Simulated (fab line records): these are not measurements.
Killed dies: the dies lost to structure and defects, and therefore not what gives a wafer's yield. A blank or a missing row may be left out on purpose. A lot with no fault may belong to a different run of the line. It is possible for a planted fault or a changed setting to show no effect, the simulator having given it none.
Problem report in the 8D (eight disciplines) form, filled by code ; flow n5-finfet ; the parts of the form that need people (team, actions taken, sign-off) are left out

== 1. WHAT IS WRONG ==
At N5_PASSIVATION_PASS_ETCH_47, rf-fwd-power-W averages 662.0 W over 6 wafers from 2 lots, while fault-free wafers read 533.9 W, standard deviation 1.7. That puts it +75 standard deviations away from the usual mean.
The step: etches SiNx in CF4/O2, target depth 770 nm, time 385 s.
The first sign was on wafer L335.1 at day 14 11:09, on rie-diel-04. At this step, 32 wafers from 11 lots have a number in the record. Rule for "out", or "out of limits": more than 4 standard deviations from the usual mean. The rest of the wafers with a number are treated as sound.

== 2. WHAT THIS IS AND IS NOT ==
question;is;is not
which readings at this step;rf-fwd-power-W;oes-product-au, showerhead-plenum-p-Torr, throttle-valve-pct
which lots;L335, L342;L327, L328, L331, L332, L333, L346, L348, L349, L350
which wafers of those lots;all that have a number;-
read on which tools;rie-diel-04;rie-diel-05, rie-diel-06
when;from day 14 11:09;"up to then (14 sound wafers); but 12 sound wafers of L346, L348, L349, L350 came after"

== 3. SUSPECTS, AND WHAT RULES EACH OUT ==
Counting: a tool at any process step up to the reading remains a suspect when it ran all the lots that are out and ran no sound lot after the first of those.
- pvd-sputter-01 at N5_PASSIVATION_PRE_CLEAN_19: kept. Every lot that is out went through it, starting with L335 (day 14 08:06), and after that it ran no sound lot; the last sound lot it ran before then is L332 (day 13 02:38).
- rie-diel-04 at N5_PASSIVATION_PASS_ETCH_47 (etches SiNx in CF4/O2, target depth 770 nm, time 385 s): kept. Every lot that is out went through it, starting with L335 (day 14 11:09), and after that it ran no sound lot; the last sound lot it ran before then is L333 (day 13 09:32). Out on those wafers are its own readings of rf-fwd-power-W.
The count leaves rie-diel-04 at N5_PASSIVATION_PASS_ETCH_47 and pvd-sputter-01 at N5_PASSIVATION_PRE_CLEAN_19.

== 4. THE CAUSE (what the simulator had put in) ==
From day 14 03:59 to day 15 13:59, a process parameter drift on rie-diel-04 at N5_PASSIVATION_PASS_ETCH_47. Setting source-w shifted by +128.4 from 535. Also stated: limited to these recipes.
After counting, 2 suspects remain, this tool included.

== 5. SEQUENCE OF EFFECTS, ordered by route ==
One row per reading whose mean, taken over the struck wafers that have a number, lies over 3 standard deviations from the usual. Scope: only readings with a usual standard deviation given in the record; hours: median across lots of the time from each lot's start at the first step in this table that gives one to its start at this step; sigmas: change in usual standard deviations.
hours;step;reading;usual;on struck wafers;change;sigmas
0;N5_PASSIVATION_PASS_ETCH_47;rf-fwd-power-W;533.9 W;662.0;+128.1;+75
It contains these process steps:
- N5_PASSIVATION_PASS_ETCH_47: etches SiNx in CF4/O2, target depth 770 nm, time 385 s.

== 6. WHAT WOULD HAVE CAUGHT IT SOONER ==
The fault began at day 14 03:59; the first out-of-limits reading in this record came at day 14 11:09, 7 hours later.
